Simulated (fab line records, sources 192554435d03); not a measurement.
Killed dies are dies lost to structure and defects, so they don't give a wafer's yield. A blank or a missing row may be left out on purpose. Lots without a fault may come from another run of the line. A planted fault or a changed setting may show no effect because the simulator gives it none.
fab line records | flow n5_finfet
record lots=6 wafers=16 last_day=16
route steps=1938 shown BEOL_M11@1582 PASSIVATION@1936
lots that met no fault: from a run of the same line without faults
start_h: hours from the record's first day to the start of the lot's first wafer shown | wait_h: hours since the lot's step before | " the same as in the row above | L1.1+2: a row that stands for several wafers | - no value, or no start given | * or withheld: withheld | < > ~ a bound
route shown NAME@n: a module of which the file shows steps, and the number in the route of the first | usual: mean/standard deviation of fault-free wafers | same: alike in all rows | chamber/n: place in a boat | sites: the reading at each site | _std_site: their standard deviation | _edge_site: outer sites' mean less inner sites' | radius_mm: how far each site lies from the wafer's centre | mask NAME#n: copy n | behind: the tool/chamber that last shaped the wafer | hold: why the lot was held/for how many hours/how that ended | device: the transistor (n, p or np) that didn't switch | end of line: the same wafers' tests at the end of the route | a step without rows: its recipe alone | killed: dies lost to structure and defects at the first sort, not the wafer's yield | map: a wafer's dies, x killed, . not, _ none there
set.NAME: the setting as run; set.NAME@STEP: as run at that earlier step | model.NAME: the simulator's own value behind a step, which no gauge read
lots at some steps of the route; a table a step, a row a wafer
services: from which hour (start_h, from the record's first day; less than 0 if before it) a tool's chamber was out of use, for how many hours, and why
## steps
# step N5_BEOL_M11_HM_STRIP_39
# recipe chemistry=peroxide_tin_strip material=TiN target_depth_a=250 temp_c=50 time_s=158
# step N5_BEOL_M11_SRD_40
# recipe time_s=30 temp_c=23 rinse_liquid=diw dry=ipa_marangoni
# step N5_BEOL_M11_PRECLEAN_42
# recipe chemistry=residue_remover time_s=60 temp_c=40
# step N5_BEOL_M11_SRD_43
# recipe time_s=30 temp_c=23 rinse_liquid=diw dry=ipa_marangoni
# step N5_BEOL_M11_CD_MEAS_35
# recipe target_cd_nm=70 polarity=opening
# usual cd_nm=69.4/0.95
# columns lot.wafer tool chamber start_h wait_h cd_nm
L410.1 cd_sem-01 - 241.58 0.0 69.7
L410.2 " - " " 69.5
L410.5 " - " " 72.4
L411.3 cd_sem-02 - 250.24 0.0 69.9
L411.4 " - " " 68.5
L411.5 " - " " 69.2
L421.2 cd_sem-01 - 305.46 0.0 69.5
L421.4 " - " " 70.1
L419.1 cd_sem-01 - 305.78 0.0 70.4
L419.2 " - " " 69.7
L419.3 " - " " 68.3
L422.1 cd_sem-02 - 337.91 0.0 69.7
L422.2 " - " " 68.0
L422.5 " - " " 68.7
L425.1 cd_sem-03 - 338.38 0.0 68.2
L425.5 " - " " 69.6
# step N5_BEOL_M11_CURE_72
# recipe temp_c=370 time_s=120 ambient=DMADMS/He material=SiCOH_lowk
# usual lamp_power_pct=52.31/0.056 wafer_temp_C_max=371.7/0.66
# columns lot.wafer tool chamber start_h wait_h lamp_power_pct wafer_temp_C_max
L410.1 uv_cure-01 1 241.62 0.0 52.30 372.0
L410.2 " 1 " " 52.44 371.8
L410.5 " 1 " " 52.27 371.7
L411.3 uv_cure-03 1 250.38 0.1 52.33 370.7
L411.4 " 1 " " 52.31 371.4
L411.5 " 1 " " 52.28 370.9
L421.2 uv_cure-03 2 305.55 0.1 52.27 373.0
L421.4 " 2 " " 52.31 372.3
L419.1 uv_cure-03 1 305.82 0.0 52.30 371.0
L419.2 " 1 " " 52.25 371.4
L419.3 " 1 " " 52.32 370.7
L422.1 uv_cure-02 2 337.95 0.0 52.26 371.4
L422.2 " 2 " " 52.33 371.1
L422.5 " 2 " " 52.40 371.5
L425.1 uv_cure-02 1 339.15 0.8 52.29 371.5
L425.5 " 1 " " 52.14 372.0
# step N5_BEOL_M11_DEGAS_44
# recipe ambient=vacuum temp_c=250 time_s=60
# step N5_BEOL_M11_PRE_CLEAN_45
# recipe gas=H2/He time_s=30 temp_c=250
# usual heater_power_w=326/31
# columns lot.wafer tool chamber start_h wait_h heater_power_w
L410.1 pvd_sputter-01 - 242.07 0.0 306
L410.2 " - " " 331
L410.5 " - " " 301
L411.3 pvd_sputter-01 - 250.79 0.0 294
L411.4 " - " " 367
L411.5 " - " " 335
L421.2 pvd_sputter-03 - 306.05 0.0 294
L421.4 " - " " 341
L419.1 pvd_sputter-03 - 306.29 0.0 331
L419.2 " - " " 296
L419.3 " - " " 346
L422.1 pvd_sputter-02 - 338.61 0.0 362
L422.2 " - " " 393
L422.5 " - " " 399
L425.1 pvd_sputter-01 - 339.85 0.0 302
L425.5 " - " " 331
# step N5_BEOL_M11_ALD_74
# recipe material=TaN target_thk_a=20 temp_c=275 ald_precursor_family=PDMAT ald_co_reactant=NH3 pressure_torr=3 carrier_flow_sccm=1500 pulse_time_s=2 purge_time_s=3 co_reactant_purge_time_s=2 co_reactant_pulse_time_s=3 ald_cycles=40 precursor_vessel_temp_c=75 precursor_vessel_pressure_torr=26.25 precursor_vessel_carrier_sccm=1000
# usual heater_power_w=427/60
# same co_reactant_pulse_time_s=3 co_reactant_purge_time_s=2
# columns lot.wafer tool chamber start_h wait_h heater_power_w
L410.1 ald_metal-04 2 242.13 0.0 513
L410.2 " 0 " " 456
L410.5 " 0 " " 458
L411.3 ald_metal-01 1 250.86 0.0 354
L411.4 " 3 " " 574
L411.5 " 2 " " 428
L421.2 ald_metal-01 1 306.11 0.0 359
L421.4 " 3 " " 557
L419.1 ald_metal-04 1 306.35 0.0 469
L419.2 " 0 " " 446
L419.3 " 2 " " 523
L422.1 ald_metal-01 0 338.68 0.1 388
L422.2 " 1 " " 356
L422.5 " 0 " " 382
L425.1 ald_metal-01 2 339.99 0.1 415
L425.5 " 2 " " 418
# step N5_BEOL_M11_SURFACE_TREAT_76
# recipe gas=Ar time_s=* ion_energy_ev=* ion_current_ma_cm2=0.5 pressure_mtorr=* ar_flow_sccm=30
# usual throttle_valve_pct=*
# columns lot.wafer tool chamber start_h wait_h throttle_valve_pct
L410.1 pvd_sputter-02 - 242.51 0.2 *
L410.2 " - " " *
L410.5 " - " " *
L411.3 pvd_sputter-03 - 251.19 0.2 *
L411.4 " - " " *
L411.5 " - " " *
L421.2 pvd_sputter-03 - 306.41 0.2 *
L421.4 " - " " *
L419.1 pvd_sputter-02 - 306.68 0.2 *
L419.2 " - " " *
L419.3 " - " " *
L422.1 pvd_sputter-02 - 339.01 0.2 *
L422.2 " - " " *
L422.5 " - " " *
L425.1 pvd_sputter-03 - 340.59 0.5 *
L425.5 " - " " *
# step N5_BEOL_M11_CVD_75
# recipe material=Co target_thk_a=20 temp_c=withheld precursor=CCTBA/H2 pressure_torr=30 time_s=138.9
# step N5_BEOL_M11_SPUTTER_48
# recipe material=Cu target_thk_a=120 temp_c=-20 bias_v=60 power_w=26000 chamber_pressure_pa=0.13 time_s=2
# step N5_BEOL_M11_ECD_50
# recipe material=Cu target_thk_a=3180
# columns lot.wafer tool chamber start_h wait_h model.Cu_of_BEOL_M11_ECD_50.thk_nm
L410.1 ecd_cu-01 1 243.11 0.1 318.2
L410.2 " 0 " " 315.4
L410.5 " 0 " " 320.8
L411.3 ecd_cu-01 1 251.54 0.1 317
L411.4 " 0 " " 315.4
L411.5 " 1 " " 320
L421.2 ecd_cu-02 0 306.72 0.1 320.8
L421.4 " 1 " " 318.4
L419.1 ecd_cu-02 1 307.08 0.1 313.6
L419.2 " 0 " " 324.8
L419.3 " 1 " " 318.2
L422.1 ecd_cu-02 0 339.47 0.1 173.8
L422.2 " 1 " " 316.4
L422.5 " 0 " " 173.4
L425.1 ecd_cu-02 1 341.00 0.1 178.4
L425.5 " 0 " " 179.2
# step N5_BEOL_M11_ANNEAL_51
# recipe temp_c=225 time_s=90 ambient=N2
# usual wafer_temp_C_max=225.87/0.24
# columns lot.wafer tool chamber start_h wait_h wafer_temp_C_max
L410.1 rtp_anneal-02 0 243.33 0.2 226.12
L410.2 " 0 " " 225.96
L410.5 " 0 " " 226.13
L411.3 rtp_anneal-02 0 251.71 0.1 226.03
L411.4 " 0 " " 225.77
L411.5 " 0 " " 225.70
L421.2 rtp_anneal-02 0 306.92 0.2 225.79
L421.4 " 0 " " 225.98
L419.1 rtp_anneal-02 0 307.21 0.1 226.05
L419.2 " 0 " " 225.91
L419.3 " 0 " " 226.01
L422.1 rtp_anneal-02 0 340.89 1.4 225.88
L422.2 " 0 " " 225.93
L422.5 " 0 " " 226.17
L425.1 rtp_anneal-02 0 341.97 0.9 226.23
L425.5 " 0 " " 226.02
# step N5_BEOL_M11_CMP_52
# recipe stop_on=SiCOH_lowk t_overpolish_s=7 down_force_psi=1 platen_rpm=50 clearing_platen_down_force_psi=1.5 clearing_platen_rpm=50 post_cmp_clean=cu_alkaline target_thk_nm=140 clearing_platen_pad_velocity_m_s=0.99484 pad_velocity_m_s=0.99484
# usual motor_current_A=6.5/0.63 time_to_endpoint_s=67/3.9
# columns lot.wafer tool chamber start_h wait_h motor_current_A time_to_endpoint_s
L410.1 cmp-02 1 243.66 0.3 5.8 67
L410.2 " 3 " " 6.8 70
L410.5 " 0 " " 6.1 68
L411.3 cmp-01 1 251.99 0.2 6.5 65
L411.4 " 2 " " 6.9 70
L411.5 " 3 " " 5.1 58
L421.2 cmp-04 2 307.24 0.3 7.1 65
L421.4 " 3 " " 5.6 67
L419.3 cmp-02 0 307.52 0.2 6.3 67
L419.1 " 2 " " 6.7 68
L419.2 " 3 " " 6.4 71
L422.2 cmp-04 3 341.19 0.2 5.6 69
L422.1 " 1 " " 7.1 36
L422.5 " 0 " " 7.2 42
L425.1 cmp-01 3 342.27 0.3 4.9 28
L425.5 " 3 " " 5.3 29
# step N5_BEOL_M11_THK_MEAS_53
# recipe thk_meas_gauge=xrf reads=Cu_of_BEOL_M11_ECD_50
# usual M11_THK=139/3.8
# columns lot.wafer tool chamber start_h wait_h M11_THK[nm]
L410.1 film_metro-02 - 243.92 - 135
L410.2 " - " " 143
L410.5 " - " " 136
L411.3 film_metro-01 - 252.21 - 140
L411.4 " - " " 138
L411.5 " - " " 134
L421.2 film_metro-01 - 307.49 - 142
L421.4 " - " " 139
L419.1 film_metro-01 - 307.82 - 146
L419.2 " - " " 141
L419.3 " - " " 138
L422.1 film_metro-01 - 341.49 - 140
L422.2 " - " " 138
L422.5 " - " " 138
L425.1 film_metro-02 - 342.57 - 141
L425.5 " - " " 131
# step N5_PASSIVATION_PROBE_49
# usual defect_limited_yield=91.1/1.4 killed_at_M0_to_M3=34/11 killed_at_M4_up=14/5.6 killed_at_contacts=13/5.9 killed_at_front_end=40/11 killed_at_other=4/3.1 killed_dies=105/16 killed_on_rim=14/4.2 killed_open=68/11 killed_short=34/8.4 sort_bin_4_leakage=0.01/0.11 sort_bin_5_function=5.2/0.86 sort_bin_6_memory=3.2/0.7 sort_bin_8_speed=0.1/1.1 sort_n_pass=1074/21 sort_yield_pct=91.0/1.8
# same gross_dies=1180 killed_at_back_side=0
# columns lot.wafer tool chamber start_h wait_h defect_limited_yield[%] killed_at_M0_to_M3 killed_at_M4_up killed_at_contacts killed_at_front_end killed_at_other killed_dies killed_on_rim killed_open killed_short sort_bin_4_leakage[%] sort_bin_5_function[%] sort_bin_6_memory[%] sort_bin_8_speed[%] sort_n_pass sort_yield_pct[%]
L411.3 prober-02 - 295.48 0.1 90.3 39 7 10 55 4 115 15 67 41 0 4.5 4.1 0 1065 90.3
L411.4 prober-02 - 295.53 0.2 90.2 30 21 11 44 10 116 13 82 34 0 5.3 4.5 0 1064 90.2
L411.5 prober-02 - 295.58 0.2 90.3 31 13 18 50 3 115 16 69 46 0 5.3 4.2 0 1065 90.3
L410.1 prober-01 - 297.34 0.0 93.9 22 10 16 22 2 72 4 42 27 0 3.6 2.3 0 1108 93.9
L410.2 prober-01 - 297.39 0.1 92.1 25 15 22 29 2 93 14 78 15 0 4.7 2.9 0 1087 92.1
L410.5 prober-01 - 297.54 0.2 93.1 20 13 12 34 2 81 15 63 17 0 3.9 2.8 0 1099 93.1
L421.2 prober-01 - 347.43 0.1 91.6 27 14 12 41 5 99 9 61 35 0 5.2 3.1 0 1081 91.6
L421.4 prober-01 - 347.53 0.2 92.5 36 14 8 27 3 88 10 57 27 0 4.6 2.7 0 1092 92.5
L419.1 prober-01 - 353.65 0.0 91.5 31 5 10 49 5 100 12 60 32 0 5.1 2.7 0 1080 91.5
L419.2 prober-01 - 353.70 0.1 93.8 29 4 9 28 3 73 14 52 21 0 3.3 2.6 0 1107 93.8
L419.3 prober-01 - 353.75 0.1 91.9 27 9 21 38 1 96 11 65 31 0 5.0 2.9 0 1084 91.9
L425.1 prober-02 - 394.15 0.0 90.8 18 9 20 60 2 109 15 58 46 0 4.9 3.6 0.3 1068 90.5
L425.5 prober-02 - 394.35 0.2 92.2 24 8 22 38 0 92 13 67 21 0 4.2 3.2 0 1088 92.2
# killed by level:class
L411.3 FIN_SAQP:geometric_particle:open=12 BEOL_M2:geometric_particle:open=9 GATE_CUT:geometric_particle:short=8 BEOL_M0_SAQP:geometric_particle:short=8 STI_FIN_REVEAL:geometric_particle:open=7 MOL_CONTACT_COAG:geometric_particle:open=7 HKMG_FIN:area_etch=7 FIN_SAQP:geometric_particle:short=6
L411.4 FIN_SAQP:geometric_particle:open=17 MOL_CONTACT_COAG:geometric_particle:open=10 BEOL_M4:geometric_particle:open=9 BEOL_M2:geometric_particle:open=8 FIN_SAQP:geometric_particle:short=7 BEOL_M0_SAQP:geometric_particle:open=7 BEOL_M0_SAQP:geometric_particle:short=5 MIM_TOP_ETCH:geometric_particle:open=4
L411.5 MOL_CONTACT_COAG:geometric_particle:open=14 FIN_SAQP:geometric_particle:open=10 FIN_SAQP:geometric_particle:short=9 BEOL_M2:geometric_particle:open=9 GATE_CUT:geometric_particle:short=7 BEOL_M0_SAQP:geometric_particle:short=7 DUMMY_GATE:geometric_particle:open=6 BEOL_M0_SAQP:geometric_particle:open=5
L410.1 MOL_CONTACT_COAG:geometric_particle:open=13 BEOL_M0_SAQP:geometric_particle:open=5 BEOL_M0_SAQP:geometric_particle:short=4 FIN_SAQP:geometric_particle:short=3 FIN_SAQP:geometric_particle:open=3 MOL_CONTACT_COAG:geometric_particle:short=3 BEOL_M2:geometric_particle:short=3 BEOL_M3:geometric_particle:open=3
L410.2 MOL_CONTACT_COAG:geometric_particle:open=20 BEOL_M3:geometric_particle:open=10 BEOL_M4:geometric_particle:open=8 FIN_SAQP:geometric_particle:open=6 STI_FIN_REVEAL:geometric_particle:open=4 ILD0:geometric_particle:open=4 FIN_SAQP:geometric_particle:short=3 DUMMY_GATE:geometric_particle:open=3
L410.5 MOL_CONTACT_COAG:geometric_particle:open=11 STI_FIN_REVEAL:geometric_particle:open=9 FIN_SAQP:geometric_particle:open=8 BEOL_M3:geometric_particle:open=7 FIN_SAQP:geometric_particle:short=6 BEOL_M4:geometric_particle:open=6 BEOL_M0_SAQP:geometric_particle:open=4 BEOL_M2:geometric_particle:open=3
L421.2 MOL_CONTACT_COAG:geometric_particle:open=10 BEOL_M4:geometric_particle:open=7 STI_FIN_REVEAL:geometric_particle:open=6 DUMMY_GATE:geometric_particle:open=6 BEOL_M0_SAQP:geometric_particle:short=6 BEOL_M2:geometric_particle:open=6 BEOL_M3:geometric_particle:open=6 FIN_SAQP:geometric_particle:short=5
L421.4 MOL_CONTACT_COAG:geometric_particle:open=8 BEOL_M2:geometric_particle:open=8 BEOL_M0_SAQP:geometric_particle:short=7 DUMMY_GATE:geometric_particle:open=6 BEOL_M3:geometric_particle:open=6 BEOL_M0_SAQP:geometric_particle:open=4 BEOL_M0:geometric_particle:open=4 BEOL_M4:geometric_particle:open=4
L419.1 FIN_SAQP:geometric_particle:open=14 MOL_CONTACT_COAG:geometric_particle:open=9 BEOL_M2:geometric_particle:open=9 HKMG_FIN:area_etch=7 FIN_SAQP:geometric_particle:short=6 GATE_CUT:geometric_particle:short=6 STI_FIN_REVEAL:geometric_particle:open=5 BEOL_M0_SAQP:geometric_particle:short=4
L419.2 FIN_SAQP:geometric_particle:open=11 MOL_CONTACT_COAG:geometric_particle:open=8 BEOL_M3:geometric_particle:open=7 FIN_SAQP:geometric_particle:short=5 BEOL_M0_SAQP:geometric_particle:open=4 BEOL_M0:geometric_particle:short=4 BEOL_M1:geometric_particle:open=4 STI_FIN_REVEAL:geometric_particle:open=3
L419.3 MOL_CONTACT_COAG:geometric_particle:open=17 STI_FIN_REVEAL:geometric_particle:open=12 BEOL_M0_SAQP:geometric_particle:open=10 FIN_SAQP:geometric_particle:open=8 BEOL_M0_SAQP:geometric_particle:short=7 FIN_SAQP:geometric_particle:short=4 MOL_CONTACT_COAG:geometric_particle:short=4 STARTING-WAFER:geometric_particle:short=4
L425.1 MOL_CONTACT_COAG:geometric_particle:open=15 GATE_CUT:geometric_particle:short=14 FIN_SAQP:geometric_particle:short=11 FIN_SAQP:geometric_particle:open=9 STI_FIN_REVEAL:geometric_particle:open=9 BEOL_M0_SAQP:geometric_particle:open=6 DUMMY_GATE:geometric_particle:open=5 MOL_CONTACT_COAG:geometric_particle:short=5
L425.5 MOL_CONTACT_COAG:geometric_particle:open=21 BEOL_M1:geometric_particle:open=8 STI_FIN_REVEAL:geometric_particle:open=6 FIN_SAQP:geometric_particle:open=5 DUMMY_GATE:geometric_particle:open=5 GATE_CUT:geometric_particle:short=5 BEOL_M3:geometric_particle:open=4 STARTING-WAFER:geometric_particle:short=4
## services
# columns tool chamber start_h hours kind
cmp-01 - 218.68 1.2 repair
cmp-01 - 227.42 4.0 pm
cmp-04 - 230.79 1.2 repair
cmp-01 - 231.42 - consumable_replace:conditioner
cmp-01 - 231.42 - consumable_replace:pad
uv_cure-03 - 232.20 1.1 repair
cmp-04 - 244.92 0.5 repair
ecd_cu-01 - 245.37 6.1 repair
cmp-02 - 248.49 1.5 repair
rtp_anneal-02 - 257.23 5.3 pm
cmp-01 - 262.00 1.7 repair
cmp-02 - 265.06 3.1 repair
ald_metal-01 - 273.22 0.2 repair
ald_metal-01 - 283.58 2.8 pm
cmp-02 - 288.20 4.3 pm
cmp-04 - 292.27 0.3 repair
uv_cure-02 - 302.94 4.1 repair
uv_cure-02 - 309.14 21.6 repair
uv_cure-01 - 310.23 3.4 pm
ald_metal-04 - 313.28 6.0 pm
cmp-01 - 317.11 1.4 repair
cmp-04 - 328.18 6.2 pm
## key
first_sign step=N5_BEOL_M11_CMP_52 reading=time_to_endpoint_s direction=down sigmas=8.5 usual=* struck=*
effect none on later readings
model_effect step=N5_BEOL_M11_ECD_50 value=Cu_of_BEOL_M11_ECD_50.thk_nm without=319.1 struck=176.2
met_at N5_BEOL_M11_ECD_50
struck_wafers L422.1,L422.5,L425.1,L425.5
onset_between 307.08 339.47
fault kind=process_parameter_drift tool=ecd_cu-02 chamber=- onset_h=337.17 steps=N5_BEOL_M11_ECD_50 channel=target_thk_a offset=* shape=step end_h=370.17 scope=struck_wafers_only acts_in=* stated=*
